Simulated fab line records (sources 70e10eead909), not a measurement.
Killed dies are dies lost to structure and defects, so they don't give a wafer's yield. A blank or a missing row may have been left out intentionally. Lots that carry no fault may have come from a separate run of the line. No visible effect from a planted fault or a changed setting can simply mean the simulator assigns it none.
A lot that was struck, set against a sound lot || flow nand harc || 15 out of 1302 route steps
Sound: wafers L866.1, L866.3, L866.6. Struck: wafers L878.1, L878.3 (left out: L878.6, a lot-mate that was not struck); the cause follows at the end.
Each step with rows lists, per side, the tool, then ch with its chambers, then its first start. Under that, the readings that differ: sound wafers || struck wafers || difference of the means || sigmas: that difference in standard deviations of wafers without a fault.
alike: a reading whose means differ by less than 2 such deviations, as well as words and numbers matching on both sides. not compared: withheld readings; readings where some wafer has no value; bounds like >300 that might hide an equal value; numbers whose values overlap and for which the record gives no deviation.
The two part at a step that has a row with sigmas, a row that says differs or no value, or rows on one side only. Numbers that don't overlap but have no deviation are shown without sigmas and don't part them. A reading missing from all wafers of one side parts the sides only when that side holds two or more wafers.

first, 7 steps without rows for these wafers: NHARC_A_CHANNEL_HOLE_D1_COAT_37 (time 65 s); NHARC_A_CHANNEL_HOLE_D1_COAT_04 (resist thk 90 nm); NHARC_A_CHANNEL_HOLE_D1_SOFTBAKE_05 (time 55 s); NHARC_A_CHANNEL_HOLE_D1_EBR_06; NHARC_A_CHANNEL_HOLE_D1_EXPOSE_07 (exposes mask HOLE D1, target cd 100 nm); NHARC_A_CHANNEL_HOLE_D1_PEB_08 (peb time 65 s); NHARC_A_CHANNEL_HOLE_D1_DEVELOP_09 (develop time 35 s).
NHARC_A_CHANNEL_HOLE_D1_CD_MEAS_10: target cd 100 nm.
  sound on cd sem-03 ch 0, day 9 05:17; struck on cd sem-02 ch 0, day 14 14:35
  alike: cd nm
NHARC_A_CHANNEL_HOLE_D1_OVL_MEAS_11:
  sound on overlay-02 at day 9 05:22; struck on overlay-02 at day 14 14:40
  alike: overlay x nm, overlay y nm
NHARC_A_CHANNEL_HOLE_D1_INSPECT_12:
  sound on defect inspect-02 at day 9 05:25; struck on defect inspect-02 at day 14 14:42
  alike: raw defect count
NHARC_A_CHANNEL_HOLE_D1_DESCUM_15: chemistry O2, time 3 s.
  sound on rie diel-05 ch 2,3, day 9 05:28; struck on rie diel-05 ch 0,2, day 14 14:46
  alike: drypump motor current A, oes product au, rf vpp V, showerhead plenum p Torr, throttle valve pct
  not compared: rf hours counter h
NHARC_A_CHANNEL_HOLE_D1_ETCH_38: etches the open film in CF4, target depth 39 nm, time 65 s.
  sound on rie diel-05 ch 1,2,3, day 9 05:33; struck on rie diel-05 ch 2,3, day 14 14:51
  alike: drypump motor current A, oes product au, rf vpp V, showerhead plenum p Torr, throttle valve pct
  not compared: rf hours counter h
NHARC_A_CHANNEL_HOLE_D1_ETCH_39: etches the open film in N2/H2, target depth 260 nm, time 325 s.
  sound on rie diel-05 ch 1,2,3, day 9 05:39; struck on rie diel-05 ch 0,3, day 14 14:59
{"reading": "oes product au (a.u.)", "sound": "0.996 1.009 0.996", "struck": "1.298 1.308", "difference": "+0.303", "sigmas": "+43"}
  alike: drypump motor current A, h2 flow sccm, rf vpp V, showerhead plenum p Torr, throttle valve pct
  not compared: rf hours counter h
NHARC_A_CHANNEL_HOLE_D1_ETCH_34: etches the open film in CF4/CHF3, target depth 154 nm, time 77 s.
  sound on rie diel-05 ch 0,1,2; struck on rie diel-05 ch 1,3
{"reading": "oes product au (a.u.)", "sound": "0.964 0.993 0.986", "struck": "0.928 0.920", "difference": -0.057, "sigmas": -2}
  alike: drypump motor current A, rf vpp V, showerhead plenum p Torr, throttle valve pct
  not compared: rf hours counter h
after that, 1 step had no rows for these wafers: NHARC_END_SORT_01.

WHERE THEY PART
At NHARC_A_CHANNEL_HOLE_D1_ETCH_39 first; at NHARC_A_CHANNEL_HOLE_D1_ETCH_34 last (within this record only).

WHY: what the simulator had put in
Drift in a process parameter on rie diel-05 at NHARC_A_CHANNEL_HOLE_D1_ETCH_39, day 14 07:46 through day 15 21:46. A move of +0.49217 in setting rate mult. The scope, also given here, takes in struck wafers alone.
